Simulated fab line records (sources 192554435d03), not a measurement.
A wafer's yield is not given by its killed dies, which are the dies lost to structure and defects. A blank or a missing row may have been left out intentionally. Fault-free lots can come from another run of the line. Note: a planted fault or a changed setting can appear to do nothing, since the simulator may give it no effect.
Which tool is to blame? | flow n5Finfet | 11 lots, 27 wafers sampled, at 4 steps of a route of 1938

## WHAT THE GAUGES READ, wafer by wafer
N5_HKMG_FIN_INSPECT_28: inspects for defects (darkfield).
lot  | measured    | on               | rawDefectCount
L557 | day 4 13:37 | defectInspect-01 | 72 86 74
L558 | day 4 21:22 | defectInspect-01 | 61 68
L559 | day 5 04:02 | defectInspect-02 | 45 60
L560 | day 5 05:44 | defectInspect-01 | 22 37
L561 | day 5 18:38 | defectInspect-02 | 38 29 43
L562 | day 5 22:38 | defectInspect-01 | 29 38 19
L567 | day 7 04:08 | defectInspect-01 | 24 29
L568 | day 7 06:37 | defectInspect-02 | 17 42 35
L575 | day 9 01:59 | defectInspect-01 | 38 15
L576 | day 9 09:02 | defectInspect-02 | 46 40 22
L577 | day 9 13:12 | defectInspect-02 | 43 70

## WHAT TOOL EACH LOT RAN ON (gives the tool, then ch and the chambers of the sampled wafers, and finally the start)
lot  | N5_HKMG_FIN_ALD_91                | N5_HKMG_FIN_ETCHBACK_68         | N5_HKMG_FIN_ALD_72
L557 | aldMetal-01 ch 1,3, day 4 10:08   | rieMetal-01 ch 0,1, day 4 11:50 | cvdW-01 ch 0,1, day 4 12:44
L558 | aldMetal-01 ch 3, day 4 17:57     | rieMetal-01 ch 0,1, day 4 19:38 | cvdW-02 ch 1, day 4 20:31
L559 | aldMetal-03 ch 1,3, day 5 00:31   | rieMetal-01 ch 0,1, day 5 02:14 | cvdW-02 ch 0, day 5 03:08
L560 | aldMetal-01 ch 0,2, day 5 02:19   | rieMetal-03 ch 1, day 5 04:00   | cvdW-01 ch 1, day 5 04:52
L561 | aldMetal-03 ch 0,2,3, day 5 15:02 | rieMetal-03 ch 1, day 5 16:52   | cvdW-01 ch 1, day 5 17:44
L562 | aldMetal-02 ch 0,1, day 5 19:14   | rieMetal-01 ch 0,1, day 5 20:52 | cvdW-02 ch 0,1, day 5 21:46
L567 | aldMetal-01 ch 0,1, day 7 00:34   | rieMetal-01 ch 1, day 7 02:11   | cvdW-01 ch 0,1, day 7 03:15
L568 | aldMetal-02 ch 1,2,3, day 7 03:10 | rieMetal-01 ch 0,1, day 7 04:48 | cvdW-01 ch 0,1, day 7 05:41
L575 | aldMetal-03 ch 0,3, day 8 22:32   | rieMetal-02 ch 0, day 9 00:14   | cvdW-01 ch 0, day 9 01:07
L576 | aldMetal-03 ch 0,1,3, day 9 05:35 | rieMetal-03 ch 0,1, day 9 07:16 | cvdW-01 ch 0,1, day 9 08:10
L577 | aldMetal-03 ch 0, day 9 09:44     | rieMetal-02 ch 1, day 9 11:28   | cvdW-01 ch 1, day 9 12:20
- N5_HKMG_FIN_ALD_91: deposits TiN, target thk 1 nm, pulse time 1 s, purge time 3 s.
- N5_HKMG_FIN_ETCHBACK_68: etches the open film in Cl2/Ar, stops on HfO2, target depth 0.5 nm.
- N5_HKMG_FIN_ALD_72: deposits W, target thk 2 nm, pulse time 1 s, purge time 2 s.

## THE ANSWER, worked out from the rows above alone
Rule: the usual values come from the lots themselves. The widest of any qualifying gaps counts: lots, ordered by their means at a reading, are off when they make up no more than a third of the lots, leave a main group of 4 or more, and stand apart from it by 3 or more times the standard deviation of that group's means. Not used: any main group whose means are identical at the precision the tables above print for the reading. A lot without any number at a reading at which 4 lots or more have one is off too. Any other lot the step has rows for is counted as sound.
None of the lots is off at any reading shown; this tells nothing.

## WHAT WAS PUT IN BY THE SIMULATOR
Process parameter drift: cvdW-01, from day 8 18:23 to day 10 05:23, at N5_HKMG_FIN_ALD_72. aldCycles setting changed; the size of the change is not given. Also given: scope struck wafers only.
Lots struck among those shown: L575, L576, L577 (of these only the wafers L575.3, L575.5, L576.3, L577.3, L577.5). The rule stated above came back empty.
